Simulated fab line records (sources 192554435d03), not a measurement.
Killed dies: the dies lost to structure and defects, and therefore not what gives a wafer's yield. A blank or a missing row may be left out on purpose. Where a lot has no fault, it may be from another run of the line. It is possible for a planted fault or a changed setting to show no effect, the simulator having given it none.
Split-lot study || flow n5-finfet || route with 1938 steps; 7 lots, 21 wafers read

## THE SPLIT ITSELF
At N5_BEOL_M13_TRENCH_ETCH_34 (etches SiOC in C4F8/O2/Ar, target depth 413.47 nm, time 162.6 s), the setting time-s was moved away from the recipe's 162.6 s on 10 of the 21 wafers read, by -16.4% to +22.0%. The other wafers ran this setting at the recipe's value.

## FROM THE SPLIT TO THE READING: what the file shows between them, 10 steps
- N5_BEOL_M13_STRIP_70: strips in C4F8/O2/Ar
- N5_BEOL_M13_OCD_MEAS_35
- N5_BEOL_M13_STRIP_37: strips in N2/H2
- N5_BEOL_M13_ETCH_38: etches SiCN in CF4/N2, target depth 67.5 nm, time 71.9 s
- N5_BEOL_M13_ECD_47: material Cu, target thk 936 nm
- N5_BEOL_M13_ANNEAL_48: time 90 s
- N5_BEOL_M13_CMP_49: polishes, stops on SiOC, t overpolish 17.1 s, target thk 420 nm
- N5_BEOL_M13_THK_MEAS_50: measures by xrf
- N5_BEOL_M13_PRE_CLEAN_52: time 15 s
- N5_BEOL_M13_DEP_53: deposits SiCN from 3MS/NH3, target thk 50 nm, time 17.8 s

## THE READING
Measured at N5_BEOL_M13_RS_MEAS_54 by four-point probe: M13_RS, in ohm/sq. Typical for fault-free wafers on this fab line: 0.0450 ohm/sq, with standard deviation 0.00055 ohm/sq.

{"wafer": "L077.2", "tool, chamber at the split": "rie-diel-02, 2", "time-s as run, s": 136, "against the recipe": "-16.4%", "M13_RS, ohm/sq": 0.0547, "against lot-mates on the recipe": "+0.0095"}
{"wafer": "L077.4", "tool, chamber at the split": "rie-diel-02, 1", "time-s as run, s": 136, "against the recipe": "-16.4%", "M13_RS, ohm/sq": 0.0542, "against lot-mates on the recipe": "+0.0090"}
{"wafer": "L077.6", "tool, chamber at the split": "rie-diel-02, 1", "time-s as run, s": 162.6, "against the recipe": "recipe", "M13_RS, ohm/sq": 0.0452, "against lot-mates on the recipe": "-"}
{"wafer": "L075.1", "tool, chamber at the split": "rie-diel-03, 2", "time-s as run, s": 193.3, "against the recipe": "+18.9%", "M13_RS, ohm/sq": 0.0369, "against lot-mates on the recipe": -0.0079}
{"wafer": "L075.3", "tool, chamber at the split": "rie-diel-03, 0", "time-s as run, s": 162.6, "against the recipe": "recipe", "M13_RS, ohm/sq": 0.0449, "against lot-mates on the recipe": "-"}
{"wafer": "L075.4", "tool, chamber at the split": "rie-diel-03, 3", "time-s as run, s": 162.6, "against the recipe": "recipe", "M13_RS, ohm/sq": 0.0447, "against lot-mates on the recipe": "-"}
{"wafer": "L084.1", "tool, chamber at the split": "rie-diel-03, 1", "time-s as run, s": 162.6, "against the recipe": "recipe", "M13_RS, ohm/sq": 0.0450, "against lot-mates on the recipe": "-"}
{"wafer": "L084.2", "tool, chamber at the split": "rie-diel-03, 0", "time-s as run, s": 151.5, "against the recipe": "-6.8%", "M13_RS, ohm/sq": 0.0492, "against lot-mates on the recipe": "+0.0042"}
{"wafer": "L084.3", "tool, chamber at the split": "rie-diel-03, 3", "time-s as run, s": 151.5, "against the recipe": "-6.8%", "M13_RS, ohm/sq": 0.0490, "against lot-mates on the recipe": "+0.0040"}
{"wafer": "L089.1", "tool, chamber at the split": "rie-diel-02, 2", "time-s as run, s": 194, "against the recipe": "+19.3%", "M13_RS, ohm/sq": 0.0375, "against lot-mates on the recipe": -0.0079}
{"wafer": "L089.5", "tool, chamber at the split": "rie-diel-02, 0", "time-s as run, s": 194, "against the recipe": "+19.3%", "M13_RS, ohm/sq": 0.0373, "against lot-mates on the recipe": -0.0081}
{"wafer": "L089.6", "tool, chamber at the split": "rie-diel-02, 3", "time-s as run, s": 162.6, "against the recipe": "recipe", "M13_RS, ohm/sq": 0.0454, "against lot-mates on the recipe": "-"}
{"wafer": "L088.2", "tool, chamber at the split": "rie-diel-02, 3", "time-s as run, s": 162.6, "against the recipe": "recipe", "M13_RS, ohm/sq": 0.0458, "against lot-mates on the recipe": "-"}
{"wafer": "L088.3", "tool, chamber at the split": "rie-diel-02, 1", "time-s as run, s": 162.6, "against the recipe": "recipe", "M13_RS, ohm/sq": 0.0456, "against lot-mates on the recipe": "-"}
{"wafer": "L088.6", "tool, chamber at the split": "rie-diel-02, 2", "time-s as run, s": 162.6, "against the recipe": "recipe", "M13_RS, ohm/sq": 0.0458, "against lot-mates on the recipe": "-"}
{"wafer": "L092.1", "tool, chamber at the split": "rie-diel-02, 2", "time-s as run, s": 198.4, "against the recipe": "+22.0%", "M13_RS, ohm/sq": 0.0374, "against lot-mates on the recipe": -0.0073}
{"wafer": "L092.2", "tool, chamber at the split": "rie-diel-02, 0", "time-s as run, s": 162.6, "against the recipe": "recipe", "M13_RS, ohm/sq": 0.0447, "against lot-mates on the recipe": "-"}
{"wafer": "L092.3", "tool, chamber at the split": "rie-diel-02, 3", "time-s as run, s": 198.4, "against the recipe": "+22.0%", "M13_RS, ohm/sq": 0.0372, "against lot-mates on the recipe": -0.0075}
{"wafer": "L091.1", "tool, chamber at the split": "rie-diel-06, 0", "time-s as run, s": 162.6, "against the recipe": "recipe", "M13_RS, ohm/sq": 0.0451, "against lot-mates on the recipe": "-"}
{"wafer": "L091.2", "tool, chamber at the split": "rie-diel-06, 2", "time-s as run, s": 162.6, "against the recipe": "recipe", "M13_RS, ohm/sq": 0.0461, "against lot-mates on the recipe": "-"}
{"wafer": "L091.3", "tool, chamber at the split": "rie-diel-06, 1", "time-s as run, s": 179.7, "against the recipe": "+10.5%", "M13_RS, ohm/sq": 0.0400, "against lot-mates on the recipe": -0.0056}

THE FIT
A straight line over all 21 wafers: M13_RS changes by -0.000446 ohm/sq for each +1% of time-s; r = -0.99; the points scatter about the line by 0.00086 ohm/sq.
The same after taking each lot's own level away (the mean of its wafers on the recipe; 21 wafers): -0.00044 ohm/sq for each +1%; r = -0.98; scatter 0.00096 ohm/sq.
That fit puts the effect of the largest move of time-s on the reading at 0.0097 ohm/sq.
The span of the lots' own levels, 0.04470 to 0.04573 ohm/sq, comes to 1.9 times the standard deviation stated above.
The two slopes agree, so the slope changes little with the lot-to-lot level.
Check: with one of the wafers moved furthest among these (+22.0%) left out of the fit, the line predicts -0.00957 ohm/sq for it against its lot-mates. It came out at -0.0073 ohm/sq against them.

## FURTHER SPLITS ON THESE WAFERS
Before the reading, these wafers also passed through other splits. Each is held against what the fit with the lots' levels taken away leaves over:
{"other split on the same wafers": "N5_BEOL_M10_COAT_60 spin-rpm", "wafers away from the commonest value": 6, "r with M13_RS (lot level and that fit taken away)": -0.40}

## THE WHOLE CHAIN: every reading that the file lists as answering this split, in the file's order
{"step": "N5_BEOL_M13_TRENCH_ETCH_34", "what it does": "etches SiOC in C4F8/O2/Ar, target depth 413.47 nm, time 162.6 s", "reading": "etch.depth-nm (the simulator's own value, which no gauge read)", "change (the file's fit)": "+4.26 nm for each +1% of the setting", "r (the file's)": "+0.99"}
{"step": "N5_BEOL_M13_OCD_MEAS_35", "what it does": "", "reading": "trench-depth-nm", "change (the file's fit)": "+4.27 nm for each +1% of the setting", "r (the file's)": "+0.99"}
{"step": "N5_BEOL_M13_CMP_49", "what it does": "polishes, stops on SiOC, t overpolish 17.1 s, target thk 420 nm", "reading": "Cu_of_BEOL_M13_ECD_47.thk-nm (the simulator's own value, which no gauge read)", "change (the file's fit)": "+4.27 nm for each +1% of the setting", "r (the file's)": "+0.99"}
{"step": "N5_BEOL_M13_THK_MEAS_50", "what it does": "measures by xrf", "reading": "M13_THK", "change (the file's fit)": "+4.22 for each +1% of the setting", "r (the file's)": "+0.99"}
{"step": "N5_BEOL_M13_RS_MEAS_54", "what it does": "measures by four-point-probe", "reading": "M13_RS", "change (the file's fit)": "-0.00043 for each +1% of the setting", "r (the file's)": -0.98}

## THE FILE'S OWN FIT
M13_RS changes by -0.00043 ohm/sq for each +1% of time-s, r = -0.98.
